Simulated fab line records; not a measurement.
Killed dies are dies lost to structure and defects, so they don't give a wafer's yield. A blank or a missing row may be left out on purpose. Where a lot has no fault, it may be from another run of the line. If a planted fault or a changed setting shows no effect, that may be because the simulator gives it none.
Matching of chambers || flow nand-harc || NHARC_P_GATE_DESCUM_48 on rie-diel-11: 4 sister chambers
The step chemistry O2, time 3 s. 16 wafers are shown with their chamber, then 8 later ones without.

WAFERS, EACH WITH ITS CHAMBER
{"wafer": "L079.1", "chamber": 0, "showerhead-plenum-p-Torr (Torr)": 1.99, "drypump-motor-current-A (A)": 5.9, "throttle-valve-pct (%)": 11.332}
{"wafer": "L079.3", "chamber": 3, "showerhead-plenum-p-Torr (Torr)": 1.89, "drypump-motor-current-A (A)": 5.9, "throttle-valve-pct (%)": 11.319}
{"wafer": "L079.5", "chamber": 3, "showerhead-plenum-p-Torr (Torr)": 1.89, "drypump-motor-current-A (A)": 5.9, "throttle-valve-pct (%)": 11.318}
{"wafer": "L081.1", "chamber": 3, "showerhead-plenum-p-Torr (Torr)": 1.89, "drypump-motor-current-A (A)": 5.9, "throttle-valve-pct (%)": 11.299}
{"wafer": "L081.2", "chamber": 1, "showerhead-plenum-p-Torr (Torr)": 2.00, "drypump-motor-current-A (A)": 6.2, "throttle-valve-pct (%)": 11.304}
{"wafer": "L081.4", "chamber": 2, "showerhead-plenum-p-Torr (Torr)": 2.04, "drypump-motor-current-A (A)": 5.8, "throttle-valve-pct (%)": 11.307}
{"wafer": "L082.1", "chamber": 2, "showerhead-plenum-p-Torr (Torr)": 2.04, "drypump-motor-current-A (A)": 5.7, "throttle-valve-pct (%)": 11.324}
{"wafer": "L082.4", "chamber": 0, "showerhead-plenum-p-Torr (Torr)": 1.99, "drypump-motor-current-A (A)": 6.0, "throttle-valve-pct (%)": 11.314}
{"wafer": "L082.6", "chamber": 3, "showerhead-plenum-p-Torr (Torr)": 1.89, "drypump-motor-current-A (A)": 5.9, "throttle-valve-pct (%)": 11.310}
{"wafer": "L087.2", "chamber": 2, "showerhead-plenum-p-Torr (Torr)": 2.04, "drypump-motor-current-A (A)": 5.8, "throttle-valve-pct (%)": 11.300}
{"wafer": "L087.4", "chamber": 1, "showerhead-plenum-p-Torr (Torr)": 2.00, "drypump-motor-current-A (A)": 6.2, "throttle-valve-pct (%)": 11.307}
{"wafer": "L087.6", "chamber": 2, "showerhead-plenum-p-Torr (Torr)": 2.04, "drypump-motor-current-A (A)": 5.8, "throttle-valve-pct (%)": 11.309}
{"wafer": "L090.1", "chamber": 2, "showerhead-plenum-p-Torr (Torr)": 2.03, "drypump-motor-current-A (A)": 5.8, "throttle-valve-pct (%)": 11.303}
{"wafer": "L090.2", "chamber": 1, "showerhead-plenum-p-Torr (Torr)": 2.00, "drypump-motor-current-A (A)": 6.2, "throttle-valve-pct (%)": 11.311}
{"wafer": "L090.6", "chamber": 1, "showerhead-plenum-p-Torr (Torr)": 2.00, "drypump-motor-current-A (A)": 6.1, "throttle-valve-pct (%)": 11.300}
{"wafer": "L091.2", "chamber": 0, "showerhead-plenum-p-Torr (Torr)": 1.99, "drypump-motor-current-A (A)": 6.0, "throttle-valve-pct (%)": 11.323}

SIGNATURES (averages over the wafers above)
{"reading": "showerhead-plenum-p-Torr", "chamber 0": 1.9900, "chamber 1": 2.0000, "chamber 2": 2.0380, "chamber 3": 1.8900, "scatter within a chamber": 0.00258}
{"reading": "drypump-motor-current-A", "chamber 0": 5.967, "chamber 1": 6.175, "chamber 2": 5.780, "chamber 3": 5.900, "scatter within a chamber": 0.043}
{"reading": "throttle-valve-pct", "chamber 0": 11.32300, "chamber 1": 11.30550, "chamber 2": 11.30860, "chamber 3": 11.31150, "scatter within a chamber": 0.00831}
Rule: for each reading, subtract the chamber's mean from the wafer's reading, divide by that reading's scatter and square the result; add these up over the readings and take the root, which gives the wafer's distance from the chamber. If the next closest chamber is less than 2 further off than the closest, the wafer can't be placed; otherwise it belongs to the closest. The scatter: the root of (the sum of the squares of (reading less its chamber's mean) over the shown wafers, divided by (wafers less chambers)).

WAFERS WITHOUT THEIR CHAMBER
{"wafer": "L091.3", "showerhead-plenum-p-Torr (Torr)": 2.00, "drypump-motor-current-A (A)": 6.2, "throttle-valve-pct (%)": 11.312}
{"wafer": "L091.5", "showerhead-plenum-p-Torr (Torr)": 1.89, "drypump-motor-current-A (A)": 5.8, "throttle-valve-pct (%)": 11.314}
{"wafer": "L093.4", "showerhead-plenum-p-Torr (Torr)": 1.89, "drypump-motor-current-A (A)": 5.9, "throttle-valve-pct (%)": 11.323}
{"wafer": "L093.5", "showerhead-plenum-p-Torr (Torr)": 1.99, "drypump-motor-current-A (A)": 5.9, "throttle-valve-pct (%)": 11.313}
{"wafer": "L093.6", "showerhead-plenum-p-Torr (Torr)": 2.00, "drypump-motor-current-A (A)": 6.2, "throttle-valve-pct (%)": 11.304}
{"wafer": "L096.2", "showerhead-plenum-p-Torr (Torr)": 1.89, "drypump-motor-current-A (A)": 5.8, "throttle-valve-pct (%)": 11.316}
{"wafer": "L096.5", "showerhead-plenum-p-Torr (Torr)": 1.99, "drypump-motor-current-A (A)": 5.9, "throttle-valve-pct (%)": 11.302}
{"wafer": "L096.6", "showerhead-plenum-p-Torr (Torr)": 2.00, "drypump-motor-current-A (A)": 6.2, "throttle-valve-pct (%)": 11.324}

WHICH CHAMBER EACH ONE RAN IN
{"wafer": "L091.3", "from the rows above": 1, "in truth": 1}
{"wafer": "L091.5", "from the rows above": 3, "in truth": 3}
{"wafer": "L093.4", "from the rows above": 3, "in truth": 3}
{"wafer": "L093.5", "from the rows above": 0, "in truth": 0}
{"wafer": "L093.6", "from the rows above": 1, "in truth": 1}
{"wafer": "L096.2", "from the rows above": 3, "in truth": 3}
{"wafer": "L096.5", "from the rows above": 0, "in truth": 0}
{"wafer": "L096.6", "from the rows above": 1, "in truth": 1}
Correct placement for 8 of the 8. From these rows, 0 cannot be placed. Placed wrongly: 0.
